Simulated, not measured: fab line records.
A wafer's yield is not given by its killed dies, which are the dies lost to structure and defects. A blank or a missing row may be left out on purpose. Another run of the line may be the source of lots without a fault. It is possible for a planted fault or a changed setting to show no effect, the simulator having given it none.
fab line records    flow nandHarc
record lots=6  wafers=18  lastDay=33
route steps=1302 shown A_WL_FILL@982 A_CONTACT@983 END@1302
lots with no fault: from the same line, run without faults
startH: the number of hours between the record's first day and the start of the first shown wafer of the lot    waitH: hours from the lot's prior step to this one    " identical to the entry in the row above    L1.1+2: a row that stands for several wafers    - no value, or no start was given    * or withheld: withheld    < > ~ a bound
route shown NAME@n: a module of which the file shows steps, and the number in the route of the first    usual: mean/standard deviation of fault-free wafers    same: alike in all rows    chamber/n: place in a boat    sites: readings site by site    _std_site: how widely they spread, as a standard deviation    _edge_site: the outer-site mean with the inner-site mean subtracted    radiusMm: how far each site lies from the wafer's centre    mask NAME#n: copy n    behind: the most recent tool/chamber to have shaped the wafer    hold: why the lot went on hold/how many hours it stayed there/how the hold came to an end    device: the n, p or np transistor that did not switch    end of line: at the end of the route, the tests of the same wafers    step lacking rows: just its recipe    killed: at the first sort, the dies lost to defects and structure; wafer yield is something else    map: dies across one wafer; x = killed, . = not, _ = none there
set.NAME: setting as actually run; set.NAME@STEP: the setting as run at that earlier step    model.NAME: the simulator's own value behind a step, which no gauge read
lots seen at some steps along the route; tables by step, rows by wafer
services: a tool's chamber out of use, with start hour (startH, from the record's first day; less than 0 if before it), hours out, and reason
## steps
# step NHARC_A_WL_FILL_INSPECT_15
# usual rawDefectCount=490/150
lot.wafer  tool              chamber  startH  waitH  rawDefectCount
L589.2     defectInspect-02  -        492.82  0.0    354
L589.3     "                 -        "       "      352
L589.4     "                 -        "       "      478
L598.3     defectInspect-02  -        572.95  0.0    326
L598.4     "                 -        "       "      427
L598.6     "                 -        "       "      449
L602.1     defectInspect-01  -        593.88  0.0    538
L602.2     "                 -        "       "      592
L602.6     "                 -        "       "      430
L608.4     defectInspect-02  -        668.20  0.0    490
L608.5     "                 -        "       "      507
L608.6     "                 -        "       "      468
L609.1     defectInspect-01  -        685.38  0.0    1159
L609.2     "                 -        "       "      636
L609.3     "                 -        "       "      739
L612.1     defectInspect-01  -        700.88  0.0    481
L612.2     "                 -        "       "      538
L612.3     "                 -        "       "      448
# step NHARC_A_CONTACT_DEP_24
# recipe targetThkA=5000  tempC=400  pressureTorr=6.5  rfW=900  teosFlowSccm=161.4  flowSccm=2650  targetThkNm=500  gas=O2  material=SiO2
# usual heaterPowerW=516/120  showerheadVppV=1835/83  throttleValvePct=15.7/0.57
lot.wafer  tool      chamber  startH  waitH  heaterPowerW  showerheadVppV  throttleValvePct
L589.2     pecvd-03  1        492.89  0.1    598           1851            15.3
L589.3     "         0        "       "      732           1924            15.7
L589.4     "         1        "       "      624           1885            15.5
L598.3     pecvd-02  1        573.08  0.1    642           1702            15.5
L598.6     "         1        "       "      666           1717            15.4
L598.4     "         2        "       "      489           1881            15.5
L602.1     pecvd-04  0        593.95  0.1    655           1804            16.1
L602.2     "         1        "       "      477           1742            15.8
L602.6     "         2        "       "      414           1860            15.5
L608.6     pecvd-04  0        668.48  0.3    674           1766            16.1
L608.4     "         1        "       "      485           1763            16.1
L608.5     "         2        "       "      360           1861            15.4
L609.2     pecvd-03  1        685.45  0.1    553           1859            15.5
L609.1     "         2        "       "      304           2026            17.2
L609.3     "         0        "       "      780           1916            16.1
L612.2     pecvd-04  1        700.95  0.1    481           1746            16.0
L612.1     "         2        "       "      411           1883            15.4
L612.3     "         0        "       "      667           1821            16.3
# step NHARC_A_CONTACT_DEP_28
# recipe targetThkA=70000  tempC=400  material=aC
# usual throttleValvePct=35.000/0.0092
lot.wafer  tool       chamber  startH  waitH  throttleValvePct
L589.2     aclDep-02  0        495.28  1.8    35.000
L589.3     "          0        "       "      35.002
L589.4     "          0        "       "      35.014
L598.3     aclDep-03  0        575.74  2.2    34.995
L598.4     "          0        "       "      35.004
L598.6     "          0        577.83  4.3    34.997
L602.1     aclDep-01  0        594.60  0.1    34.988
L602.2     "          0        "       "      34.999
L602.6     "          0        598.14  3.6    35.009
L608.4     aclDep-02  0        673.80  5.0    35.021
L608.5     "          0        "       "      34.978
L608.6     "          0        "       "      34.995
L609.1     aclDep-03  0        686.87  0.9    35.007
L609.2     "          0        "       "      34.979
L609.3     "          0        "       "      34.996
L612.1     aclDep-03  0        706.84  5.3    34.994
L612.2     "          0        "       "      34.996
L612.3     "          0        "       "      35.004
# step NHARC_A_CONTACT_DEP_29
# recipe targetThkA=1000  targetThkNm=100  tempC=400  pressureTorr=3.5  flowSccm=200  rfW=350  material=SiON
# usual heaterPowerW=713/130  showerheadVppV=1150/56
lot.wafer  tool      chamber  startH  waitH  heaterPowerW  showerheadVppV
L589.2     pecvd-02  2        498.82  2.8    639           1143
L589.3     "         1        "       "      832           1075
L589.4     "         2        "       "      639           1153
L598.3     pecvd-04  2        578.58  2.1    590           1165
L598.6     "         1        "       "      701           1087
L598.4     "         0        "       "      851           1104
L602.2     pecvd-03  0        598.88  2.9    976           1217
L602.1     "         2        "       "      479           1278
L602.6     "         2        "       "      492           1273
L608.4     pecvd-02  1        676.02  1.5    832           1074
L608.5     "         2        "       "      595           1154
L608.6     "         0        "       "      559           1153
L609.1     pecvd-02  0        691.19  3.6    604           1147
L609.3     "         1        "       "      838           1064
L609.2     "         2        "       "      672           1169
L612.2     pecvd-02  0        711.07  2.8    570           1172
L612.1     "         1        "       "      870           1073
L612.3     "         1        "       "      887           1082
# step NHARC_A_CONTACT_DEHYDRATE_32
# recipe tempC=150  timeS=120
# step NHARC_A_CONTACT_HMDS_33
# recipe timeS=30
# step NHARC_A_CONTACT_COAT_34
# recipe tempC=260  timeS=75
# step NHARC_A_CONTACT_COAT_35
# recipe tempC=225  timeS=65
# step NHARC_A_CONTACT_COAT_36
# recipe spinRpm=1500  resistThkNm=90
# step NHARC_A_CONTACT_SOFTBAKE_37
# recipe tempC=105  timeS=55
# usual heaterPowerTotalW=188.44/0.14
# same timeS=55
lot.wafer  tool           chamber  startH  waitH  heaterPowerTotalW
L589.2     lithoTrack-04  0        499     -      188.28
L589.3     "              0        "       "      188.52
L589.4     "              0        "       "      188.43
L598.3     lithoTrack-06  0        578     -      188.45
L598.4     "              0        "       "      188.39
L598.6     "              0        "       "      188.48
L602.1     lithoTrack-06  0        599     -      188.51
L602.2     "              0        "       "      188.73
L602.6     "              0        "       "      188.44
L608.4     lithoTrack-04  0        676     -      182.60
L608.5     "              0        "       "      182.21
L608.6     "              0        "       "      182.13
L609.1     lithoTrack-04  0        691     -      182.36
L609.2     "              0        "       "      182.34
L609.3     "              0        "       "      182.21
L612.1     lithoTrack-01  0        711     -      188.50
L612.2     "              0        "       "      188.64
L612.3     "              0        "       "      188.35
# step NHARC_A_CONTACT_EBR_38
# step NHARC_END_SORT_01
# recipe tempC=25
# usual killedAtArray=50/20  killedAtOther=1.2/1.5  killedAtPeriphery=3.6/2.6  killedDies=55/20  killedOpen=3.4/2  killedShort=2.7/1.6
# same grossDies=677
lot.wafer  tool       chamber  startH  waitH  killedAtArray  killedAtOther  killedAtPeriphery  killedDies  killedOpen  killedShort
L589.2     prober-02  0        575.00  2.8    14             3              2                  19          1           4
L589.3     prober-02  0        575.80  3.1    19             3              3                  25          2           5
L589.4     prober-02  0        576.59  3.4    14             1              1                  16          1           6
L602.1     prober-02  0        672.24  2.5    71             1              2                  74          2           2
L602.2     prober-02  0        673.04  2.8    69             2              3                  74          2           5
L602.6     prober-02  0        676.22  4.0    59             2              3                  64          4           3
L608.4     prober-01  0        747.43  3.4    20             2              2                  24          5           1
L608.5     prober-01  0        748.23  3.7    52             1              0                  53          7           3
L608.6     prober-01  0        749.03  4.0    61             1              3                  65          3           7
# killed by level:class
L589.2 A_CHANNEL_HOLE_D2:chamberFilmFlake=8 THIN_TSV:chamberFilmFlake=2 P_GATE:geometricParticle:short=1 A_CHANNEL_HOLE_D1:geometricParticle:short=1 A_CHANNEL_FILL_D1:geometricParticle:open=1 A_SGD_CUT:geometricParticle:short=1 STARTING-WAFER:geometricParticle:short=1 P_CONTACT:chamberFilmFlake=1
L589.3 A_CHANNEL_HOLE_D2:chamberFilmFlake=8 THIN_TSV:chamberFilmFlake=3 A_ONON_D2:geometricParticle:short=2 A_CHANNEL_HOLE_D1:chamberFilmFlake=2 A_STAIRCASE:chamberFilmFlake=2 P_CONTACT:geometricParticle:short=1 A_CHANNEL_FILL_D1:geometricParticle:open=1 A_CHANNEL_FILL_D1:geometricParticle:short=1
L589.4 A_CHANNEL_FILL_D1:geometricParticle:short=3 A_CHANNEL_HOLE_D2:chamberFilmFlake=3 A_DECK1_JOINT:chamberFilmFlake=2 A_STAIRCASE:chamberFilmFlake=2 P_M0:geometricParticle:open=1 A_ONON_D2:geometricParticle:short=1 A_WL_FILL:geometricParticle:short=1 A_BLC:geometricParticle:short=1
L602.1 A_SLIT:chamberFilmFlake=34 A_CHANNEL_HOLE_D1:chamberFilmFlake=19 A_CONTACT:chamberFilmFlake=7 A_CHANNEL_FILL_D2:chamberFilmFlake=2 A_STAIRCASE:chamberFilmFlake=2 A_M1:chamberFilmFlake=2 P_CONTACT:geometricParticle:open=1 A_DECK1_JOINT:geometricParticle:short=1
L602.2 A_CHANNEL_HOLE_D1:chamberFilmFlake=24 A_CONTACT:chamberFilmFlake=13 A_SLIT:chamberFilmFlake=11 A_WL_FILL:chamberFilmFlake=5 A_M1:chamberFilmFlake=5 A_ONON_D1:geometricParticle:short=2 A_CHANNEL_FILL_D1:chamberFilmFlake=2 A_CHANNEL_FILL_D2:chamberFilmFlake=2
L602.6 A_CHANNEL_HOLE_D1:chamberFilmFlake=32 A_SLIT:chamberFilmFlake=10 A_CONTACT:chamberFilmFlake=7 P_STI:geometricParticle:open=2 A_STAIRCASE:chamberFilmFlake=2 THIN_TSV:chamberFilmFlake=2 A_ONON_D1:geometricParticle:open=1 A_DECK1_JOINT:geometricParticle:short=1
L608.4 A_CHANNEL_HOLE_D1:chamberFilmFlake=5 A_CHANNEL_HOLE_D2:chamberFilmFlake=5 A_SLIT:chamberFilmFlake=4 A_M0:geometricParticle:open=2 THIN_TSV:chamberFilmFlake=2 P_M1:geometricParticle:open=1 A_ONON_D1:geometricParticle:open=1 A_DECK1_JOINT:geometricParticle:short=1
L608.5 A_CHANNEL_HOLE_D2:chamberFilmFlake=26 A_SLIT:chamberFilmFlake=11 A_CHANNEL_FILL_D2:geometricParticle:short=2 A_BLC:geometricParticle:open=2 A_M1:geometricParticle:open=2 A_STAIRCASE:chamberFilmFlake=2 A_CHANNEL_HOLE_D1:geometricParticle:open=1 A_CHANNEL_FILL_D2:geometricParticle:open=1
L608.6 A_SLIT:chamberFilmFlake=37 A_CHANNEL_HOLE_D1:chamberFilmFlake=7 A_CHANNEL_HOLE_D2:chamberFilmFlake=6 A_CHANNEL_FILL_D2:geometricParticle:short=3 A_STAIRCASE:chamberFilmFlake=3 P_CONTACT:geometricParticle:open=1 P_M0:geometricParticle:short=1 P_M0:geometricParticle:open=1
## services
tool           chamber  startH  hours  kind
aclDep-03      -        489.40  13.0   pm
lithoTrack-01  -        505.00  7.0    pm
pecvd-04       -        517.48  0.6    repair
pecvd-02       1        523.37  14.6   repair
lithoTrack-06  -        529.00  7.0    pm
pecvd-03       -        547.01  13.0   pm
aclDep-01      -        550.51  13.0   pm
lithoTrack-04  -        553.00  7.0    pm
pecvd-04       -        572.33  1.0    repair
pecvd-02       -        589.47  13.0   pm
pecvd-02       0        589.47  13.0   ventCycle
pecvd-02       1        589.47  13.0   ventCycle
pecvd-02       2        589.47  13.0   ventCycle
pecvd-04       -        598.19  0.7    repair
pecvd-02       0        602.47  -      clean
aclDep-01      -        608.17  0.8    repair
aclDep-02      -        609.31  13.0   pm
pecvd-04       -        631.02  13.0   pm
pecvd-02       1        640.83  6.4    repair
aclDep-03      -        670.56  13.0   pm
lithoTrack-01  -        680.00  7.0    pm
lithoTrack-06  -        704.00  7.0    pm
pecvd-03       -        704.44  0.2    repair
pecvd-02       2        707.35  4.1    repair
## key
firstSign step=NHARC_A_CONTACT_SOFTBAKE_37  reading=heaterPowerTotalW  direction=down  sigmas=45  usual=*  struck=*
effect none on later readings
metAt NHARC_A_CONTACT_SOFTBAKE_37
struckWafers L608.4,L608.5,L608.6,L609.1,L609.2,L609.3
testerLeftOut L608,L609
onsetBetween 499 676
fault kind=processParameterDrift  tool=lithoTrack-04  chamber=-  onsetH=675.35  steps=NHARC_A_CONTACT_SOFTBAKE_37  channel=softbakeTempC  offset=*  shape=step  endH=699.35  actsIn=*  stated=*
# testerLeftOut: of these lots the tester's yield and bins aren't shown, on N5 and GAA mostly nor the transistor test; their killed dies are dies lost to structure and defects alone, not to doping, threshold or leakage, so they don't give the yield
